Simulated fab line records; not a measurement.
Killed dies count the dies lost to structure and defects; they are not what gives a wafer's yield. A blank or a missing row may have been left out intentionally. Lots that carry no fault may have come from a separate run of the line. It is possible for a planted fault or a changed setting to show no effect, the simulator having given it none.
Which tool did it?	flow nand-harc	33 wafers from 12 lots sampled at 4 of the route's 1302 steps

## WHAT THE GAUGES READ, wafer by wafer
The record holds no reading of a measuring or inspecting step that can be judged against a usual standard deviation.

## WHICH TOOL RAN EACH LOT (tool, then ch and the chambers of the sampled wafers, then the start)
lot	NHARC_A_CONTACT_DEP_85	NHARC_A_CONTACT_ETCH_89	NHARC_A_CONTACT_ETCH_31	NHARC_A_CONTACT_ETCH_98
L604	pecvd-02 ch 0,1,2, day 21 13:14	rie-diel-04 ch 2,3, day 21 14:10	rie-diel-04 ch 0,1,2, no start	rie-diel-04 ch 0,2,3, no start
L605	pecvd-03 ch 1,2, day 22 16:44	rie-diel-01 ch 0,1,2, day 22 18:01	rie-diel-01 ch 0,1,2, day 22 21:23 or earlier	rie-diel-04 ch 1,2, day 22 21:23
L607	pecvd-02 ch 0,1, day 22 18:42	rie-diel-04 ch 1,3, day 22 19:55	rie-diel-04 ch 0,3, no start	rie-diel-06 ch 1,2,3, no start
L609	pecvd-02 ch 0,1,2, day 23 17:53	rie-diel-04 ch 1,2, day 23 18:55	rie-diel-04 ch 2,3, no start	rie-diel-04 ch 0,1, no start
L613	pecvd-03 ch 0,1,2, day 25 18:26	rie-diel-06 ch 0,2,3, day 25 19:26	rie-diel-06 ch 1,2,3, day 26 00:04 or earlier	rie-diel-06 ch 0,2,3, day 26 00:04
L618	pecvd-01 ch 0,2, day 27 19:29	rie-diel-04 ch 0,1,3, day 27 20:35	rie-diel-04 ch 1,2,3, no start	rie-diel-04 ch 0,1,2, no start
L617	pecvd-03 ch 1,2, day 28 01:03	rie-diel-04 ch 3, day 28 02:08	rie-diel-04 ch 0,1, day 28 05:04 or earlier	rie-diel-04 ch 0,2, day 28 05:04
L621	pecvd-02 ch 0,2, day 28 09:21	rie-diel-04 ch 1,3, day 28 10:25	rie-diel-04 ch 1,2, no start	rie-diel-04 ch 1,2, no start
L620	pecvd-02 ch 1,2, day 28 09:55	rie-diel-04 ch 1,2, day 28 11:18	rie-diel-04 ch 2,3, no start	rie-diel-04 ch 0,3, no start
L625	pecvd-02 ch 0,1,2, day 30 11:34	rie-diel-01 ch 1,2,3, day 30 12:40	rie-diel-01 ch 0,1, no start	rie-diel-01 ch 0,3, no start
L626	pecvd-02 ch 0,1, day 31 09:05	rie-diel-04 ch 0,3, day 31 10:11	rie-diel-04 ch 0,1, no start	rie-diel-04 ch 0,1,3, no start
L627	pecvd-03 ch 0,1, day 31 21:34	rie-diel-04 ch 0,3, day 31 23:20	rie-diel-04 ch 1,2, no start	rie-diel-04 ch 1,2, no start
- NHARC_A_CONTACT_DEP_85: deposits SiON, target thk 60 nm.
- NHARC_A_CONTACT_ETCH_89: etches the open film in N2/H2, target depth 260 nm, time 475.3 s.
- NHARC_A_CONTACT_ETCH_31: etches the open film in O2/COS, target depth 2800 nm, time 728 s.
- NHARC_A_CONTACT_ETCH_98: etches the open film in C4F6/O2, target depth 20 nm, time 10 s.

## AS READ BY THE TOOLS THEMSELVES (means over the sampled wafers that have a number; for cases with no such wafer, the mark the record gives instead)
NHARC_A_CONTACT_DEP_85.
lot	tool	heater-power-w (W)	showerhead-vpp-V (V)
L604	pecvd-02	720	1151
L605	pecvd-03	701	1196
L607	pecvd-02	774	1177
L609	pecvd-02	761	1143
L613	pecvd-03	679	1164
L618	pecvd-01	659	1149
L617	pecvd-03	792	1188
L621	pecvd-02	662	1176
L620	pecvd-02	760	1094
L625	pecvd-02	719	1142
L626	pecvd-02	737	1183
L627	pecvd-03	692	1152

NHARC_A_CONTACT_ETCH_89.
lot	tool	drypump-motor-current-A (A)	h2-flow-sccm (sccm)	oes-product-au (a.u.)	rf-vpp-V (V)	showerhead-plenum-p-Torr (Torr)	throttle-valve-pct (%)
L604	rie-diel-04	5.8	150.4	1.003	426.7	1.91	14.171
L605	rie-diel-01	6.0	150.2	1.000	429.9	2.03	14.174
L607	rie-diel-04	5.8	150.2	0.987	428.0	1.95	14.173
L609	rie-diel-04	5.9	149.9	1.006	427.6	1.92	14.177
L613	rie-diel-06	5.7	149.6	1.005	433.0	2.10	14.169
L618	rie-diel-04	6.1	150.3	0.996	429.6	2.01	14.167
L617	rie-diel-04	5.7	150.2	0.928	426.9	1.93	14.175
L621	rie-diel-04	5.8	150.0	0.930	427.1	1.94	14.156
L620	rie-diel-04	5.8	149.8	0.940	426.2	1.92	14.183
L625	rie-diel-01	5.8	149.7	0.990	428.5	1.97	14.170
L626	rie-diel-04	6.0	149.9	0.997	429.5	2.00	14.164
L627	rie-diel-04	6.0	150.2	1.003	429.3	2.00	14.174

NHARC_A_CONTACT_ETCH_31.
lot	tool	drypump-motor-current-A (A)	oes-product-au (a.u.)	rf-vpp-V (V)	showerhead-plenum-p-Torr (Torr)	throttle-valve-pct (%)
L604	rie-diel-04	6.1	0.997	313.7	3.07	28.332
L605	rie-diel-01	6.0	0.997	313.6	3.11	28.332
L607	rie-diel-04	6.3	1.007	315.3	3.17	28.335
L609	rie-diel-04	5.7	0.978	311.9	2.96	28.329
L613	rie-diel-06	5.7	0.999	315.4	3.19	28.333
L618	rie-diel-04	5.8	0.990	312.3	2.96	28.338
L617	rie-diel-04	6.3	1.007	314.9	3.12	28.314
L621	rie-diel-04	5.8	0.992	311.5	2.96	28.328
L620	rie-diel-04	5.8	0.990	310.6	2.94	28.331
L625	rie-diel-01	5.9	1.005	314.0	3.08	28.331
L626	rie-diel-04	6.4	1.004	315.1	3.17	28.328
L627	rie-diel-04	5.9	1.012	311.1	2.94	28.338

NHARC_A_CONTACT_ETCH_98.
lot	tool	drypump-motor-current-A (A)	oes-product-au (a.u.)	rf-vpp-V (V)	showerhead-plenum-p-Torr (Torr)	throttle-valve-pct (%)
L604	rie-diel-04	6.0	0.953	544	3.84	26.897
L605	rie-diel-04	5.9	0.936	544	3.75	26.903
L607	rie-diel-06	5.7	0.950	548	4.02	26.903
L609	rie-diel-04	6.4	0.956	548	3.99	26.899
L613	rie-diel-06	5.7	0.945	549	4.03	26.906
L618	rie-diel-04	6.1	0.955	545	3.84	26.909
L617	rie-diel-04	6.2	0.976	546	3.88	26.908
L621	rie-diel-04	5.9	0.939	542	3.72	26.901
L620	rie-diel-04	6.2	0.943	548	3.91	26.904
L625	rie-diel-01	5.3	0.953	545	3.80	26.904
L626	rie-diel-04	6.1	0.938	546	3.86	26.905
L627	rie-diel-04	5.9	0.937	542	3.70	26.896

## THE ANSWER, worked out from the rows above alone
Rule: the lots themselves supply what counts as usual. Put in order of their means at a reading, lots are off if they are a third of the lots or fewer, leave a main group of 4 or more, and stand apart from it by a gap of 3 or more times the standard deviation of the main group's means; of several such gaps the widest counts. A main group whose means are all the same, to the digits that the tables above print for the reading, isn't used. A lot without any number at a reading at which 4 lots or more have one is off too. All remaining lots with rows at the step are treated as sound. Order of review: gauges by route order, followed by the tools' own readings, for which a lot's mean as printed above is used. At the first step where some lot is off, the reading lying furthest off is the one used; lots without a number count as furthest.
Off: L617, L621, L620 (NHARC_A_CONTACT_ETCH_89, oes-product-au). For the main group the mean is 0.999 a.u. and the standard deviation 0.0063.
If a tool, at that step or one of the process steps before it, ran each lot that is off and ran no sound lot following the first of them, it fits. Not one of the candidates tried fits.

## WHAT WAS PUT IN BY THE SIMULATOR
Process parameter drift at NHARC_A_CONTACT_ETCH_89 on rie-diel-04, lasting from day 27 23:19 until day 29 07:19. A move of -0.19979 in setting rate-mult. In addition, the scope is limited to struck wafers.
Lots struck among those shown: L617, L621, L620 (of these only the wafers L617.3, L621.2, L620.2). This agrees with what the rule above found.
